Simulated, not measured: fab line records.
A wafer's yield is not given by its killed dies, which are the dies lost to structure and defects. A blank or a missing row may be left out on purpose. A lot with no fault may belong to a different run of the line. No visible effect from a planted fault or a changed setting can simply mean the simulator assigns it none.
Which tool is to blame? -- flow n5 finfet -- 36 wafers from 12 lots sampled at 4 of the route's 1938 steps

## WHAT THE GAUGES READ, wafer by wafer
Not one reading of a measure or inspect step in the record can be checked against a usual standard deviation.

## TOOL THAT RAN EACH LOT (tool first, then ch and the chambers of the sampled wafers, then the start)
lot,N5_BEOL_M1_CVD_47,N5_PASSIVATION_DESCUM_12,N5_PASSIVATION_STRIP_34,N5_PASSIVATION_PROBE_49
L267,"cvd co-02 ch 0,2, day 6 13:35","rie diel-01 ch 1,2,3, day 12 09:17","rie diel-04 ch 0,1,2, day 12 11:54",-
L268,"cvd co-02 ch 0,1,2, day 6 22:31","rie diel-03 ch 0,1,2, day 12 22:07","rie diel-04 ch 0,1,2, day 13 00:20",-
L269,"cvd co-01 ch 1,2, day 7 01:17","rie diel-03 ch 1,3, day 13 14:58","rie diel-04 ch 1,2,3, day 13 17:25",-
L270,"cvd co-02 ch 0,2, day 7 04:40","rie diel-01 ch 0,2,3, day 13 22:02","rie diel-06 ch 0,1,2, day 14 00:43",-
L271,"cvd co-01 ch 0,1,2, day 7 17:03","rie diel-03 ch 0,1,3, day 13 15:27","rie diel-06 ch 2,3, day 13 17:40",-
L272,"cvd co-02 ch 0,1,2, day 7 20:22","rie diel-03 ch 0,1, day 13 22:27","rie diel-05 ch 1,2, day 14 01:15",-
L273,"cvd co-02 ch 0,1,2, day 8 02:39","rie diel-01 ch 0,1,2, day 13 20:16","rie diel-04 ch 0,2,3, day 13 22:52",-
L274,"cvd co-02 ch 0,1,2, day 8 03:07","rie diel-01 ch 0,1, day 13 23:23","rie diel-05 ch 0,2,3, day 14 02:03","prober-02, day 14 17:13"
L285,"cvd co-01 ch 0,1,2, day 10 19:31","rie diel-01 ch 0,1,2, day 17 11:25","rie diel-06 ch 1,2,3, day 17 14:02",-
L286,"cvd co-01 ch 0,2, day 10 23:15","rie diel-02 ch 0,1,3, day 16 23:05","rie diel-06 ch 0,2,3, day 17 01:37",-
L289,"cvd co-01 ch 0,2, day 11 19:09","rie diel-01 ch 0,1,2, day 17 14:44","rie diel-05 ch 0,1,2, day 17 16:49","prober-01, day 17 21:02"
L290,"cvd co-02 ch 0,2, day 12 08:55","rie diel-02 ch 1,2,3, day 18 12:01","rie diel-05 ch 1,2,3, day 18 13:56",-
- N5_BEOL_M1_CVD_47: deposits Co from CCTBA/H2, target thk 3 nm, time 223.8 s.
- N5_PASSIVATION_DESCUM_12: chemistry O2, time 7.9 s.
- N5_PASSIVATION_STRIP_34: strips in O2.
- N5_PASSIVATION_PROBE_49

## WHAT THE TOOLS THEMSELVES READ (means of the sampled wafers that have a number; where no wafer has one, the mark that the record gives instead)
N5_PASSIVATION_DESCUM_12.
lot,tool,drypump motor current A (A),oes product au (a.u.),rf vpp V (V),showerhead plenum p Torr (Torr),throttle valve pct (%)
L267,rie diel-01,5.9,0.83,242.2,2.08,20.58
L268,rie diel-03,6.0,0.74,241.7,2.03,20.65
L269,rie diel-03,6.0,0.76,242.8,2.01,20.28
L270,rie diel-01,5.8,0.77,244.0,2.10,20.57
L271,rie diel-03,5.9,0.77,243.0,2.08,20.37
L272,rie diel-03,6.1,0.75,242.2,1.98,20.53
L273,rie diel-01,5.9,0.82,243.5,2.09,20.62
L274,rie diel-01,6.0,0.76,243.0,2.07,20.61
L285,rie diel-01,5.9,0.78,242.0,2.08,20.67
L286,rie diel-02,5.9,0.79,242.3,2.05,20.44
L289,rie diel-01,5.9,0.79,242.7,2.08,20.66
L290,rie diel-02,6.0,0.78,243.2,2.08,20.50

N5_PASSIVATION_STRIP_34.
lot,tool,drypump motor current A (A),oes product au (a.u.),rf vpp V (V),showerhead plenum p Torr (Torr),throttle valve pct (%)
L267,rie diel-04,5.8,0.82,4.5,2.18,16.67
L268,rie diel-04,5.8,0.80,4.6,2.18,16.66
L269,rie diel-04,5.5,0.76,4.3,2.13,16.82
L270,rie diel-06,5.7,0.76,3.0,2.07,16.69
L271,rie diel-06,5.7,0.83,3.6,2.04,16.43
L272,rie diel-05,5.4,0.84,5.7,2.04,16.52
L273,rie diel-04,6.0,0.82,2.3,2.15,16.62
L274,rie diel-05,5.9,0.78,2.1,2.05,16.68
L285,rie diel-06,5.7,0.84,2.5,2.09,16.37
L286,rie diel-06,5.5,0.79,4.3,2.08,16.54
L289,rie diel-05,5.7,0.77,3.6,2.03,16.70
L290,rie diel-05,5.8,0.76,4.0,2.04,16.71

N5_PASSIVATION_PROBE_49.
lot,tool,defect limited yield (%),killed_at_M0_to_M3,killed_at_M4_up,killed at contacts,killed at front end,killed at other,killed dies,killed on rim,killed open,killed short,sort_bin_5_function (%),sort_bin_6_memory (%),sort n pass,sort yield pct (%)
L274,prober-02,86.2,81,24,6,51,1,163,20,78,32,8.0,4.1,1017,86.2
L289,prober-01,90.0,40,21,16,27,13,118,18,80,38,6.0,3.6,1062,90.0

## THE ANSWER, worked out from the rows above alone
Rule: what is usual is taken from the lots themselves. The widest of any qualifying gaps counts: lots, ordered by their means at a reading, are off when they make up no more than a third of the lots, leave a main group of 4 or more, and stand apart from it by 3 or more times the standard deviation of that group's means. If all means in a main group match to the digits the tables above print for the reading, that group is not used. A lot without any number at a reading at which 4 lots or more have one is off too. The other lots that the step has rows for count as sound. After the gauges, taken in route order, come the tools' own readings; for these a lot's mean is taken, as printed above. At the first step where some lot is off, the reading lying furthest off is the one used; lots without a number count as furthest.
Across all readings shown, no lot is off: no conclusion can be drawn from this.

## WHAT THE SIMULATOR HAD PUT IN
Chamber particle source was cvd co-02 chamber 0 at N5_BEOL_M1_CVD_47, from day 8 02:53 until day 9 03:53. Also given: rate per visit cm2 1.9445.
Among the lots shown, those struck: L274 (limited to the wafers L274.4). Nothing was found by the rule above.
